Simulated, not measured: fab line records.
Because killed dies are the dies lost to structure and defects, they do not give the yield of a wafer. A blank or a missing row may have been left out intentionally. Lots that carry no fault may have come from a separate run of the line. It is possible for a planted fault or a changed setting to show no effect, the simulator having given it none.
Matching of chambers -- flow nandHarc -- NHARC_A_M0_ETCH_34 on rieDiel-01: 4 sister chambers
The step etches the open film in N2/H2, target depth 40 nm, overetch 12 nm, time 43.94 s. 27 wafers are shown with their chamber, then 12 later ones without.

WAFERS, EACH WITH ITS CHAMBER
wafer,chamber,showerheadPlenumPTorr (Torr),drypumpMotorCurrentA (A),rfVppV (V)
L075.2,2,2.02,5.4,430.4
L075.3,0,1.92,5.5,427.8
L075.4,3,2.13,6.4,432.6
L075.1,1,2.09,6.5,429.5
L075.5,1,2.09,6.5,432.5
L075.6,0,1.92,5.5,427.4
L080.1,1,2.09,6.5,431.6
L080.2,2,2.02,5.4,429.8
L080.3,3,2.13,6.4,433.6
L080.4,0,1.92,5.5,426.4
L080.5,2,2.02,5.3,431.0
L080.6,3,2.13,6.4,433.8
L081.1,1,2.09,6.5,433.0
L081.3,2,2.02,5.3,429.7
L081.6,2,2.02,5.4,430.3
L082.1,2,2.02,5.3,429.6
L082.2,0,1.92,5.5,426.2
L082.3,1,2.09,6.5,430.9
L082.4,3,2.12,6.4,432.7
L082.5,0,1.92,5.5,428.4
L082.6,1,2.09,6.5,431.9
L083.1,0,1.92,5.5,427.6
L083.2,2,2.02,5.4,429.9
L083.5,2,2.02,5.4,429.9
L086.2,1,2.09,6.5,432.2
L086.3,3,2.12,6.4,433.0
L086.6,3,2.12,6.4,432.7

SIGNATURES (means of the wafers above)
reading,chamber 0,chamber 1,chamber 2,chamber 3,scatter within a chamber
showerheadPlenumPTorr,1.9200,2.0900,2.0200,2.1250,0.00255
drypumpMotorCurrentA,5.500,6.500,5.362,6.400,0.0286
rfVppV,427.300,431.657,430.075,433.067,0.794
Rule: a wafer's distance from a chamber is the root of the sum, over the readings, of the square of ((its reading less the chamber's mean) divided by the reading's scatter). The wafer belongs to the nearest chamber; if the next one is less than 2 further off, it can't be placed. How the scatter is found: for the shown wafers, subtract from each reading the mean of its chamber, square and add these, divide the total by (wafers less chambers), then take the root.

WAFERS WHOSE CHAMBER IS MISSING
wafer,showerheadPlenumPTorr (Torr),drypumpMotorCurrentA (A),rfVppV (V)
L087.1,2.12,6.5,433.1
L087.5,2.12,6.5,434.1
L087.6,1.92,5.5,427.4
L090.2,1.92,5.5,426.5
L090.3,2.02,5.4,430.7
L090.6,1.92,5.5,428.7
L093.2,1.92,5.5,427.6
L093.3,2.12,6.4,433.9
L093.5,2.12,6.4,433.3
L092.1,2.12,6.4,432.1
L092.5,1.92,5.5,426.8
L092.6,2.09,6.5,432.3

CHAMBER TAKEN BY EACH
wafer,from the rows above,in truth
L087.1,3,3
L087.5,3,3
L087.6,0,0
L090.2,0,0
L090.3,2,2
L090.6,0,0
L093.2,0,0
L093.3,3,3
L093.5,3,3
L092.1,3,3
L092.5,0,0
L092.6,1,1
Placed correctly: 12 of 12. Can't be placed from these rows: 0. 0 placed wrongly.
